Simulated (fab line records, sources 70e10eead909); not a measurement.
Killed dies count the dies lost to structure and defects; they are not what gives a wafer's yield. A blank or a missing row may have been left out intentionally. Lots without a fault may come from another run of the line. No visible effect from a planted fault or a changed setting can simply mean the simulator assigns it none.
fab line records + flow nandHarc
[record]
- lots = 12
- wafers = 36
- lastDay = 34
route steps=1302 shown A_CHANNEL_HOLE_D2@591 A_CHANNEL_FILL_D2@613 END@1302
lots untouched by any fault: they come from a run of this same line in which no faults occurred
startH: the number of hours between the record's first day and the start of the first shown wafer of the lot + waitH: hours since the lot's step before + " same as the row above + L1.1+2: several wafers, shown together as one row + - no value, or no start was given + * or withheld: withheld + < > ~ a bound
route shown NAME@n: names a module that has steps shown in the file, with the first one's number in the route + usual: mean and standard deviation over wafers with no fault + same: alike in all rows + chamber/n: place in a boat + sites: per-site readings + _std_site: standard deviation of those values + _edge_site: inner sites' mean taken away from outer sites' mean + radiusMm: for every site, how far away it sits from the centre of the wafer + mask NAME#n: copy n + behind: tool/chamber where the wafer was last shaped + hold: what put the lot on hold/how long, in hours/how the hold closed + device: the n, p or np transistor that did not switch + end of line: the route-end tests of the same wafers + a step with no rows: only its recipe + killed: count of dies lost to structure and defects at first sort (not the wafer's yield) + map: the dies of a wafer, with x for killed, . for not killed, _ for no die there
set.NAME: the setting the step ran with; set.NAME@STEP: the setting that earlier step ran with + model.NAME: the simulator's own value behind a step, which no gauge read
steps of the route over a sample of lots; a table a step, a row a wafer
services: the hour from which a tool's chamber was out of use, counted from the record's first day as startH (under 0 if before that day), plus the number of hours and why
[[steps]]
[step NHARC_A_CHANNEL_HOLE_D2_ETCH_19]
[recipe]
- biasV = 1200
- sourceW = 2500
- pressureMtorr = 15
- timeS = 34.5
- arFlowSccm = 375
- c4f8FlowSccm = 28.8
- o2FlowSccm = 96.2
- tempC = -20
- targetDepthA = *
- chemistry = C4F8/O2/Ar
[usual]
- drypumpMotorCurrentA = 5.1/0.49
- showerheadPlenumPTorr = 3.70/0.042
- throttleValvePct = 37.038/0.0096
| lot.wafer | tool       | chamber | startH | waitH | drypumpMotorCurrentA | rfHoursCounterH | showerheadPlenumPTorr | throttleValvePct |
|-----------|------------|---------|--------|-------|----------------------|-----------------|-----------------------|------------------|
| L891.3    | harEtch-01 | 1       | 291.23 | 0.1   | 4.7                  | -               | 3.74                  | 37.047           |
| L891.6    | "          | 1       | "      | "     | 4.7                  | -               | 3.74                  | 37.036           |
| L891.5    | "          | 0       | "      | "     | 5.9                  | -               | 3.74                  | 37.058           |
| L892.2    | harEtch-02 | 1       | 312.66 | 0.1   | 5.1                  | 356             | 3.78                  | 37.042           |
| L892.4    | "          | 0       | "      | "     | 4.7                  | -               | 3.68                  | 37.040           |
| L892.5    | "          | 1       | "      | "     | 5.1                  | -               | 3.78                  | 37.037           |
| L895.2    | harEtch-02 | 0       | 339.05 | 0.1   | 4.7                  | 393             | 3.67                  | 37.036           |
| L895.3    | "          | 0       | "      | "     | 4.7                  | -               | 3.67                  | 37.039           |
| L895.4    | "          | 1       | "      | "     | 5.1                  | -               | 3.77                  | 37.042           |
| L902.1    | harEtch-01 | 0       | 399.43 | 0.1   | 5.9                  | 218             | 3.70                  | 37.059           |
| L902.4    | "          | 1       | "      | "     | 4.7                  | -               | 3.70                  | 37.038           |
| L902.5    | "          | 1       | "      | "     | 4.7                  | -               | 3.70                  | 37.049           |
| L903.1    | harEtch-02 | 1       | 412.29 | 0.1   | 5.0                  | 11              | 3.75                  | 37.040           |
| L903.3    | "          | 1       | "      | "     | 5.1                  | -               | 3.75                  | 37.036           |
| L903.4    | "          | 0       | "      | "     | 4.7                  | -               | 3.65                  | 37.038           |
| L904.1    | harEtch-01 | 0       | 412.46 | 0.1   | 5.9                  | 229             | 3.70                  | 37.049           |
| L904.6    | "          | 1       | "      | "     | 4.7                  | -               | 3.70                  | 37.038           |
| L904.5    | "          | 0       | "      | "     | 5.9                  | -               | 3.70                  | 37.050           |
| L906.1    | harEtch-02 | 0       | 440.40 | 0.1   | 4.7                  | 27              | 3.64                  | 37.030           |
| L906.3    | "          | 0       | "      | "     | 4.7                  | -               | 3.64                  | 37.033           |
| L906.6    | "          | 0       | "      | "     | 4.7                  | -               | 3.64                  | 37.037           |
| L907.2    | harEtch-02 | 1       | 460.57 | 0.1   | 5.1                  | 35              | 3.74                  | 37.037           |
| L907.6    | "          | 1       | "      | "     | 5.1                  | -               | 3.74                  | 37.049           |
| L907.5    | "          | 0       | "      | "     | 4.7                  | -               | 3.64                  | 37.037           |
| L910.2    | harEtch-02 | 0       | 487.70 | 0.1   | 4.7                  | 54              | 3.63                  | 37.044           |
| L910.4    | "          | 1       | "      | "     | 5.1                  | -               | 3.72                  | 37.039           |
| L910.5    | "          | 0       | "      | "     | 4.7                  | -               | 3.63                  | 37.046           |
| L911.2    | harEtch-01 | 1       | 490.11 | 0.1   | 4.8                  | 271             | 3.67                  | 37.044           |
| L911.3    | "          | 0       | "      | "     | 5.9                  | -               | 3.67                  | 37.047           |
| L911.5    | "          | 1       | "      | "     | 4.8                  | -               | 3.67                  | 37.047           |
| L913.1    | harEtch-02 | 1       | 514.67 | 1.1   | 5.1                  | 69              | 3.72                  | 37.044           |
| L913.4    | "          | 1       | "      | "     | 5.1                  | -               | 3.72                  | 37.050           |
| L913.3    | "          | 0       | "      | "     | 4.7                  | -               | 3.62                  | 37.046           |
| L914.1    | harEtch-02 | 0       | 545.12 | 3.5   | 4.7                  | 84              | 3.61                  | 37.031           |
| L914.4    | "          | 1       | "      | "     | 5.1                  | -               | 3.71                  | 37.032           |
| L914.5    | "          | 1       | "      | "     | 5.1                  | -               | 3.71                  | 37.049           |
[step NHARC_A_CHANNEL_HOLE_D2_ETCH_21]
[recipe]
- biasV = 3000
- sourceW = withheld
- pressureMtorr = 20
- timeS = 514.3
- arFlowSccm = 375
- c4f8FlowSccm = 89.3
- o2FlowSccm = 35.7
- tempC = -20
- targetDepthA = 16000
- chemistry = C4F8/O2/Ar
[usual]
- drypumpMotorCurrentA = 5.1/0.49
- showerheadPlenumPTorr = 3.66/0.04
- throttleValvePct = 32.155/0.0093
| lot.wafer | tool       | chamber | startH | waitH | drypumpMotorCurrentA | rfHoursCounterH | showerheadPlenumPTorr | throttleValvePct |
|-----------|------------|---------|--------|-------|----------------------|-----------------|-----------------------|------------------|
| L891.3    | harEtch-01 | 1       | 291.77 | 0.3   | 4.7                  | -               | 3.70                  | 32.175           |
| L891.6    | "          | 1       | "      | "     | 4.7                  | -               | 3.70                  | 32.177           |
| L891.5    | "          | 0       | "      | "     | 5.9                  | -               | 3.70                  | 32.155           |
| L892.2    | harEtch-02 | 1       | 313.09 | 0.3   | 5.1                  | 356             | 3.73                  | 32.162           |
| L892.4    | "          | 0       | "      | "     | 4.7                  | -               | 3.64                  | 32.159           |
| L892.5    | "          | 1       | "      | "     | 5.1                  | -               | 3.73                  | 32.137           |
| L895.2    | harEtch-02 | 0       | 339.48 | 0.3   | 4.7                  | 394             | 3.63                  | 32.156           |
| L895.3    | "          | 0       | "      | "     | 4.7                  | -               | 3.63                  | 32.159           |
| L895.4    | "          | 1       | "      | "     | 5.1                  | -               | 3.72                  | 32.168           |
| L902.1    | harEtch-01 | 0       | 399.92 | 0.3   | 5.9                  | 218             | 3.66                  | 32.165           |
| L902.4    | "          | 1       | "      | "     | 4.7                  | -               | 3.66                  | 32.147           |
| L902.5    | "          | 1       | "      | "     | 4.7                  | -               | 3.66                  | 32.141           |
| L903.1    | harEtch-02 | 1       | 412.73 | 0.3   | 5.1                  | 12              | 3.71                  | 32.160           |
| L903.3    | "          | 1       | "      | "     | 5.1                  | -               | 3.71                  | 32.156           |
| L903.4    | "          | 0       | "      | "     | 4.7                  | -               | 3.61                  | 32.165           |
| L904.1    | harEtch-01 | 0       | 412.95 | 0.3   | 5.9                  | 230             | 3.66                  | 32.164           |
| L904.6    | "          | 1       | "      | "     | 4.7                  | -               | 3.66                  | 32.149           |
| L904.5    | "          | 0       | "      | "     | 5.9                  | -               | 3.66                  | 32.155           |
| L906.1    | harEtch-02 | 0       | 440.88 | 0.3   | 4.7                  | 27              | 3.60                  | 32.146           |
| L906.3    | "          | 0       | "      | "     | 4.7                  | -               | 3.60                  | 32.167           |
| L906.6    | "          | 0       | "      | "     | 4.7                  | -               | 3.60                  | 32.155           |
| L907.2    | harEtch-02 | 1       | 460.99 | 0.3   | 5.1                  | 35              | 3.69                  | 32.150           |
| L907.6    | "          | 1       | "      | "     | 5.1                  | -               | 3.69                  | 32.146           |
| L907.5    | "          | 0       | "      | "     | 4.7                  | -               | 3.60                  | 32.147           |
| L910.2    | harEtch-02 | 0       | 488.12 | 0.3   | 4.7                  | 54              | 3.59                  | 32.165           |
| L910.4    | "          | 1       | "      | "     | 5.1                  | -               | 3.68                  | 32.149           |
| L910.5    | "          | 0       | "      | "     | 4.7                  | -               | 3.59                  | 32.158           |
| L911.2    | harEtch-01 | 1       | 490.54 | 0.3   | 4.8                  | 271             | 3.63                  | 32.159           |
| L911.3    | "          | 0       | "      | "     | 5.9                  | -               | 3.63                  | 32.159           |
| L911.5    | "          | 1       | "      | "     | 4.7                  | -               | 3.63                  | 32.178           |
| L913.1    | harEtch-02 | 1       | 515.10 | 0.3   | 5.1                  | 69              | 3.67                  | 32.161           |
| L913.4    | "          | 1       | "      | "     | 5.1                  | -               | 3.67                  | 32.157           |
| L913.3    | "          | 0       | "      | "     | 4.7                  | -               | 3.58                  | 32.161           |
| L914.1    | harEtch-02 | 0       | 545.60 | 0.3   | 4.7                  | 85              | 3.57                  | 32.161           |
| L914.4    | "          | 1       | "      | "     | 5.1                  | -               | 3.67                  | 32.148           |
| L914.5    | "          | 1       | "      | "     | 5.1                  | -               | 3.67                  | 32.142           |
[step NHARC_A_CHANNEL_FILL_D2_ALD_03]
[recipe]
- targetThkA = 60
- pulseTimeS = 60
- aldCycles = 58
- tempC = 630
- pressureTorr = 2
- material = SiNx
[usual]
- aldCycles = 58/0
- chamberPressureTorr = 2.000/0.0042
- precursorPulseHeightRel = 1.000/0.019
| lot.wafer | tool           | chamber | startH | waitH | aldCycles | chamberPressureTorr | precursorPulseHeightRel |
|-----------|----------------|---------|--------|-------|-----------|---------------------|-------------------------|
| L891.3    | aldSinBatch-03 | 0       | -      | -     | 58        | 1.997               | 0.998                   |
| L891.5    | "              | 0       | "      | "     | 58        | 2.003               | 0.976                   |
| L891.6    | "              | 0       | "      | "     | 58        | 2.000               | 1.016                   |
| L892.2    | aldSinBatch-02 | 0       | -      | -     | 58        | 2.004               | 1.002                   |
| L892.4    | "              | 0       | "      | "     | 58        | 2.010               | 0.966                   |
| L892.5    | "              | 0       | "      | "     | 58        | 2.004               | 0.989                   |
| L895.2    | aldSinBatch-03 | 0       | -      | -     | 58        | 2.005               | 0.962                   |
| L895.3    | "              | 0       | "      | "     | 58        | 1.999               | 1.010                   |
| L895.4    | "              | 0       | "      | "     | 58        | 2.003               | 0.996                   |
| L902.1    | aldSinBatch-02 | 0       | -      | -     | 58        | 2.000               | 1.003                   |
| L902.4    | "              | 0       | "      | "     | 58        | 1.999               | 1.026                   |
| L902.5    | "              | 0       | "      | "     | 58        | 2.006               | 1.012                   |
| L903.1    | aldSinBatch-02 | 0       | -      | -     | 58        | 1.999               | 1.012                   |
| L903.3    | "              | 0       | "      | "     | 58        | 1.997               | 0.993                   |
| L903.4    | "              | 0       | "      | "     | 58        | 1.995               | 1.009                   |
| L904.1    | aldSinBatch-02 | 0       | -      | -     | 58        | 2.010               | 1.005                   |
| L904.5    | "              | 0       | "      | "     | 58        | 2.010               | 0.988                   |
| L904.6    | "              | 0       | "      | "     | 58        | 2.007               | 0.983                   |
| L906.1    | aldSinBatch-03 | 0       | -      | -     | 58        | 2.000               | 0.992                   |
| L906.3    | "              | 0       | "      | "     | 58        | 2.001               | 0.984                   |
| L906.6    | "              | 0       | "      | "     | 58        | 1.994               | 1.009                   |
| L907.2    | aldSinBatch-01 | 0       | -      | -     | 58        | 2.013               | 1.008                   |
| L907.5    | "              | 0       | "      | "     | 58        | 2.003               | 1.052                   |
| L907.6    | "              | 0       | "      | "     | 58        | 2.000               | 0.987                   |
| L910.2    | aldSinBatch-02 | 0       | -      | -     | 58        | 1.998               | 1.031                   |
| L910.4    | "              | 0       | "      | "     | 58        | 2.000               | 1.034                   |
| L910.5    | "              | 0       | "      | "     | 58        | 1.999               | 0.988                   |
| L911.2    | aldSinBatch-02 | 0       | -      | -     | 58        | 2.007               | 1.030                   |
| L911.3    | "              | 0       | "      | "     | 58        | 2.008               | 1.006                   |
| L911.5    | "              | 0       | "      | "     | 58        | 2.002               | 1.022                   |
| L913.1    | aldSinBatch-02 | 0       | -      | -     | 58        | 1.993               | 0.978                   |
| L913.3    | "              | 0       | "      | "     | 58        | 1.995               | 1.034                   |
| L913.4    | "              | 0       | "      | "     | 58        | 1.999               | 0.961                   |
| L914.1    | aldSinBatch-02 | 0       | -      | -     | 58        | 2.002               | 0.991                   |
| L914.4    | "              | 0       | "      | "     | 58        | 2.000               | 1.019                   |
| L914.5    | "              | 0       | "      | "     | 58        | 1.996               | 0.989                   |
[step NHARC_A_CHANNEL_FILL_D2_ALD_14]
[recipe]
- targetThkA = 25
- pulseTimeS = 10
- aldCycles = 25
- tempC = 300
- material = SiO2
[usual]
- aldCycles = 25/0
- heaterPowerW = 480/57
- precursorPulseHeightRel = 0.999/0.02
| lot.wafer | tool     | chamber | startH | waitH | aldCycles | heaterPowerW | precursorPulseHeightRel | sinceWetCleanH |
|-----------|----------|---------|--------|-------|-----------|--------------|-------------------------|----------------|
| L891.3    | aldHk-04 | 1       | 306.19 | 0.0   | 25        | 486          | 1.007                   | 33             |
| L891.6    | "        | 1       | "      | "     | 25        | 486          | 1.012                   | -              |
| L891.5    | "        | 2       | "      | "     | 25        | 491          | 1.013                   | -              |
| L892.2    | aldHk-03 | 2       | 325.67 | 0.1   | 25        | 403          | 0.996                   | 104            |
| L892.4    | "        | 0       | "      | "     | 25        | 556          | 0.992                   | 104            |
| L892.5    | "        | 2       | "      | "     | 25        | 412          | 1.045                   | -              |
| L895.3    | aldHk-04 | 3       | 350.96 | 0.3   | 25        | 457          | 1.008                   | 78             |
| L895.2    | "        | 0       | "      | "     | 25        | 513          | 1.069                   | 78             |
| L895.4    | "        | 1       | "      | "     | 25        | 490          | 0.973                   | 78             |
| L902.1    | aldHk-04 | 0       | 412.46 | 0.0   | 23        | 501          | 1.009                   | 139            |
| L902.4    | "        | 1       | "      | "     | 25        | 500          | 0.993                   | 139            |
| L902.5    | "        | 1       | "      | "     | 25        | 493          | 1.000                   | -              |
| L904.1    | aldHk-04 | 3       | 425.23 | 0.1   | 23        | 451          | 1.012                   | 152            |
| L904.5    | "        | 2       | "      | "     | 25        | 479          | 0.993                   | -              |
| L904.6    | "        | 3       | "      | "     | 25        | 457          | 1.023                   | -              |
| L903.1    | aldHk-04 | 0       | 425.45 | 0.3   | 23        | 501          | 0.993                   | 152            |
| L903.3    | "        | 1       | "      | "     | 25        | 499          | 0.980                   | 152            |
| L903.4    | "        | 2       | "      | "     | 25        | 471          | 1.019                   | 152            |
| L906.1    | aldHk-03 | 1       | 455.59 | 0.0   | 25        | 386          | 0.992                   | 54             |
| L906.3    | "        | 0       | "      | "     | 25        | 583          | 1.026                   | 54             |
| L906.6    | "        | 1       | "      | "     | 25        | 399          | 0.988                   | -              |
| L907.2    | aldHk-02 | 3       | 473.70 | 0.1   | 25        | 453          | 1.024                   | 116            |
| L907.6    | "        | 2       | "      | "     | 25        | 510          | 0.973                   | -              |
| L907.5    | "        | 3       | "      | "     | 25        | 465          | 1.004                   | -              |
| L910.4    | aldHk-03 | 2       | 500.68 | 0.0   | 25        | 393          | 1.022                   | 99             |
| L910.2    | "        | 3       | "      | "     | 25        | 528          | 1.005                   | 99             |
| L910.5    | "        | 2       | "      | "     | 25        | 381          | 1.025                   | -              |
| L911.2    | aldHk-04 | 1       | 500.73 | 0.1   | 25        | 478          | 0.981                   | 48             |
| L911.3    | "        | 3       | "      | "     | 25        | 458          | 0.967                   | 48             |
| L911.5    | "        | 1       | "      | "     | 25        | 477          | 1.018                   | -              |
| L913.3    | aldHk-04 | 0       | 528.54 | 0.0   | 25        | 522          | 0.993                   | 76             |
| L913.1    | "        | 2       | "      | "     | 25        | 487          | 0.993                   | 76             |
| L913.4    | "        | 3       | "      | "     | 25        | 449          | 1.003                   | 76             |
| L914.1    | aldHk-02 | 2       | 557.99 | 0.0   | 25        | 544          | 1.000                   | 21             |
| L914.4    | "        | 3       | "      | "     | 25        | 441          | 0.989                   | 21             |
| L914.5    | "        | 3       | "      | "     | 25        | 444          | 0.982                   | -              |
[step NHARC_END_SORT_01]
[recipe]
- tempC = 25
[usual]
- killedAtArray = 56/17
- killedAtOther = 1.2/1.4
- killedAtPeriphery = 4/3.2
- killedDies = 61/16
- killedOpen = 3.6/2.1
- killedShort = 2.7/1.8
[same]
- grossDies = 677
| lot.wafer | tool      | chamber | startH | waitH | killedAtArray | killedAtOther | killedAtPeriphery | killedDies | killedOpen | killedShort |
|-----------|-----------|---------|--------|-------|---------------|---------------|-------------------|------------|------------|-------------|
| L904.1    | prober-02 | 0       | 684.12 | 2.5   | 43            | 2             | 2                 | 47         | 3          | 2           |
| L904.5    | prober-02 | 0       | 687.25 | 3.6   | 54            | 1             | 5                 | 60         | 3          | 6           |
| L907.2    | prober-02 | 0       | 722.42 | 2.8   | 69            | 5             | 1                 | 75         | 0          | 0           |
| L907.5    | prober-02 | 0       | 724.80 | 3.7   | 66            | 3             | 4                 | 73         | 2          | 2           |
| L907.6    | prober-02 | 0       | 725.59 | 4.0   | 81            | 1             | 2                 | 84         | 4          | 2           |
// killed by level:class
L904.1 A_CHANNEL_HOLE_D2:chamberFilmFlake=16 A_STAIRCASE:chamberFilmFlake=10 A_CHANNEL_HOLE_D1:chamberFilmFlake=5 A_CONTACT:chamberFilmFlake=4 A_SLIT:chamberFilmFlake=3 THIN_TSV:chamberFilmFlake=2 P_CONTACT:geometricParticle:open=1 A_CHANNEL_FILL_D1:geometricParticle:open=1
L904.5 A_CHANNEL_HOLE_D2:chamberFilmFlake=17 A_CHANNEL_HOLE_D1:chamberFilmFlake=12 A_STAIRCASE:chamberFilmFlake=6 A_CONTACT:chamberFilmFlake=6 A_SLIT:chamberFilmFlake=4 P_GATE:chamberFilmFlake=2 P_M0:geometricParticle:short=1 A_SOURCE_PLATE:geometricParticle:short=1
L907.2 A_CHANNEL_HOLE_D1:chamberFilmFlake=34 A_SLIT:chamberFilmFlake=31 THIN_TSV:chamberFilmFlake=5 A_STAIRCASE:chamberFilmFlake=2 P_M0:chamberFilmFlake=1 A_ZERO_WELL:chamberFilmFlake=1 A_CONTACT:chamberFilmFlake=1
L907.5 A_SLIT:chamberFilmFlake=31 A_CHANNEL_HOLE_D1:chamberFilmFlake=23 A_STAIRCASE:chamberFilmFlake=6 P_M0:chamberFilmFlake=3 THIN_TSV:chamberFilmFlake=3 A_CHANNEL_FILL_D2:geometricParticle:short=2 A_ONON_D1:geometricParticle:open=1 A_SGD_CUT:geometricParticle:open=1
L907.6 A_CHANNEL_HOLE_D1:chamberFilmFlake=36 A_SLIT:chamberFilmFlake=36 A_STAIRCASE:chamberFilmFlake=3 A_CHANNEL_HOLE_D2:geometricParticle:open=2 P_CONTACT:geometricParticle:open=1 A_ONON_D2:geometricParticle:open=1 A_CHANNEL_HOLE_D2:geometricParticle:short=1 A_WL_FILL:geometricParticle:short=1
[[services]]
| tool           | chamber | startH | hours | kind                        |
|----------------|---------|--------|-------|-----------------------------|
| aldHk-04       | 0       | 273.11 | -     | clean                       |
| aldHk-04       | 1       | 273.11 | -     | clean                       |
| aldHk-03       | -       | 277.52 | 0.6   | repair                      |
| harEtch-02     | 1       | 286.17 | -     | consumableReplace:focusRing |
| harEtch-02     | 1       | 286.17 | 17.0  | scheduledDown               |
| harEtch-02     | 1       | 286.17 | 17.0  | ventCycle                   |
| aldHk-04       | -       | 287.47 | 0.3   | repair                      |
| aldHk-02       | -       | 288.92 | 1.4   | repair                      |
| harEtch-02     | -       | 320.28 | 0.7   | repair                      |
| aldHk-02       | -       | 348.00 | 10.0  | pm                          |
| harEtch-02     | -       | 379.36 | 17.0  | pm                          |
| harEtch-02     | 0       | 379.36 | 17.0  | ventCycle                   |
| harEtch-02     | 1       | 379.36 | 17.0  | ventCycle                   |
| harEtch-02     | 0       | 396.36 | -     | clean                       |
| harEtch-02     | 0       | 396.36 | -     | consumableReplace:esc       |
| harEtch-02     | 0       | 396.36 | -     | consumableReplace:focusRing |
| harEtch-02     | 1       | 396.36 | -     | clean                       |
| aldSinBatch-03 | -       | 397.26 | 18.5  | repair                      |
| harEtch-02     | -       | 428.05 | 0.5   | repair                      |
| aldHk-04       | -       | 442.92 | 10.0  | pm                          |
| harEtch-01     | -       | 458.81 | 3.2   | repair                      |
| aldSinBatch-01 | -       | 506.61 | 26.0  | pm                          |
| aldHk-02       | -       | 525.13 | 2.0   | repair                      |
| aldHk-02       | -       | 527.16 | 10.0  | pm                          |
[[key]]
[firstSign]
- step = NHARC_A_CHANNEL_FILL_D2_ALD_14
- reading = aldCycles
- direction = down
- sigmas = 99+
- usual = 25
- struck = 23
effect none on later readings
metAt NHARC_A_CHANNEL_FILL_D2_ALD_14
struckLots L902,L903,L904
struckWafers L902.1,L903.1,L904.1
testerLeftOut L902,L903,L904
notActingAt NHARC_A_CHANNEL_HOLE_D2_ETCH_19,NHARC_A_CHANNEL_HOLE_D2_ETCH_21,NHARC_A_CHANNEL_FILL_D2_ALD_03
onsetBetween 350.96 412.46
[fault]
- kind = processParameterDrift
- tool = aldHk-04
- chamber = -
- onsetH = 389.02
- steps = NHARC_A_CHANNEL_FILL_D2_ALD_14
- channel = aldCycles
- offset = -2
- shape = step
- endH = 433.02
- scope = struckWafersOnly
- actsIn = theseRecipesOnly
- stated = 25
// testerLeftOut: of these lots the tester's yield and bins aren't shown, on N5 and GAA mostly nor the transistor test; their killed dies are dies lost to structure and defects alone, not to doping, threshold or leakage, so they don't give the yield
